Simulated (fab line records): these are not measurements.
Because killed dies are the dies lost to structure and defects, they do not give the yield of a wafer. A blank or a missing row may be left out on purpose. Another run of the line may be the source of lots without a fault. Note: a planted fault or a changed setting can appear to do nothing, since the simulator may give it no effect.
Split-lot experiment | flow n5-finfet | 7 lots, 39 wafers read, on a route of 1938 steps

## ABOUT THE SPLIT
At N5_ZERO_LAYER_PECVD_02 (deposits SiO2 from SiH4/N2O, target thk 10 nm, time 6 s), the setting time-s was moved away from the recipe's 6 s on 18 of the 39 wafers read, by -59.4% to +41.7%. All remaining wafers had this setting at the recipe value.

The reading is taken at the split's own step.

## THE READING
SiO2_of_ZERO_LAYER_PECVD_02.thk-nm (the simulator's own value, which no gauge read), in nm, at N5_ZERO_LAYER_PECVD_02 (deposits SiO2 from SiH4/N2O, target thk 10 nm, time 6 s). The file does not state a usual value for it. Here, 21 wafers ran the recipe; their average is 9.977 nm with a standard deviation of 0.16 nm.

wafer  | tool, chamber at the split | time-s as run, s | against the recipe | SiO2_of_ZERO_LAYER_PECVD_02.thk-nm, nm | against lot-mates on the recipe
L075.1 | pecvd-04, 2                | 6                | recipe             | 9.793                                  | -
L075.2 | pecvd-04, 0                | 6                | recipe             | 9.799                                  | -
L075.6 | pecvd-04, 1                | 6                | recipe             | 10.07                                  | -
L082.1 | pecvd-04, 2                | 6                | recipe             | 9.863                                  | -
L082.2 | pecvd-04, 0                | 6                | recipe             | 9.722                                  | -
L082.3 | pecvd-04, 1                | 4.727            | -21.2%             | 7.774                                  | -2.082
L082.4 | pecvd-04, 0                | 4.727            | -21.2%             | 7.744                                  | -2.112
L082.5 | pecvd-04, 2                | 4.727            | -21.2%             | 7.868                                  | -1.988
L082.6 | pecvd-04, 1                | 6                | recipe             | 9.984                                  | -
L083.1 | pecvd-02, 2                | 3.668            | -38.9%             | 6.277                                  | -3.956
L083.2 | pecvd-02, 0                | 3.668            | -38.9%             | 6.204                                  | -4.029
L083.3 | pecvd-02, 1                | 3.668            | -38.9%             | 6.184                                  | -4.049
L083.4 | pecvd-02, 0                | 6                | recipe             | 10.31                                  | -
L083.5 | pecvd-02, 2                | 6                | recipe             | 10.3                                   | -
L083.6 | pecvd-02, 1                | 6                | recipe             | 10.09                                  | -
L089.1 | pecvd-02, 2                | 6                | recipe             | 9.913                                  | -
L089.2 | pecvd-02, 1                | 3.501            | -41.6%             | 5.717                                  | -4.286
L089.3 | pecvd-02, 0                | 3.501            | -41.6%             | 5.863                                  | -4.140
L089.4 | pecvd-02, 0                | 3.501            | -41.6%             | 5.953                                  | -4.050
L089.5 | pecvd-02, 2                | 6                | recipe             | 9.986                                  | -
L089.6 | pecvd-02, 1                | 6                | recipe             | 10.11                                  | -
L092.1 | pecvd-04, 2                | 6                | recipe             | 9.742                                  | -
L092.2 | pecvd-04, 1                | 8.504            | +41.7%             | 14.01                                  | +4.093
L092.3 | pecvd-04, 0                | 8.504            | +41.7%             | 13.81                                  | +3.893
L092.4 | pecvd-04, 2                | 6                | recipe             | 10.01                                  | -
L092.5 | pecvd-04, 0                | 6                | recipe             | 10                                     | -
L092.6 | pecvd-04, 1                | 8.504            | +41.7%             | 14.42                                  | +4.503
L096.1 | pecvd-03, 1                | 2.436            | -59.4%             | 3.986                                  | -6.009
L096.2 | pecvd-03, 2                | 6                | recipe             | 9.806                                  | -
L096.3 | pecvd-03, 0                | 6                | recipe             | 10.05                                  | -
L096.4 | pecvd-03, 2                | 2.436            | -59.4%             | 4.054                                  | -5.941
L096.5 | pecvd-03, 0                | 6                | recipe             | 10.13                                  | -
L096.6 | pecvd-03, 1                | 2.436            | -59.4%             | 3.956                                  | -6.039
L097.1 | pecvd-04, 0                | 6                | recipe             | 9.978                                  | -
L097.2 | pecvd-04, 2                | 7.872            | +31.2%             | 12.89                                  | +2.945
L097.3 | pecvd-04, 1                | 6                | recipe             | 9.913                                  | -
L097.4 | pecvd-04, 0                | 6                | recipe             | 9.945                                  | -
L097.5 | pecvd-04, 1                | 7.872            | +31.2%             | 13.11                                  | +3.165
L097.6 | pecvd-04, 2                | 7.872            | +31.2%             | 13.03                                  | +3.085

THE FIT
A straight line over all 39 wafers: SiO2_of_ZERO_LAYER_PECVD_02.thk-nm changes by +0.099 nm for each +1% of time-s; r = +1.00; the points scatter about the line by 0.15 nm.
The same after taking each lot's own level away (the mean of its wafers on the recipe; 39 wafers): +0.1 nm for each +1%; r = +1.00; scatter 0.12 nm.
On that fit, the largest move of time-s shifts the reading by 6 nm.
Measured against the standard deviation above, the lots' own levels, which go from 9.8563 to 10.2333 nm, span 2.4 times it.
The two slopes are in agreement: the lot-to-lot level therefore moves the slope only a little.
Check: with one of the wafers moved furthest among these (-59.4%) left out of the fit, the line predicts -5.97 nm for it against its lot-mates. Against them it came out at -6.01 nm.

## FILE'S OWN FIT
SiO2_of_ZERO_LAYER_PECVD_02.thk-nm changes by +0.1 nm for each +1% of time-s, r = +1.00.
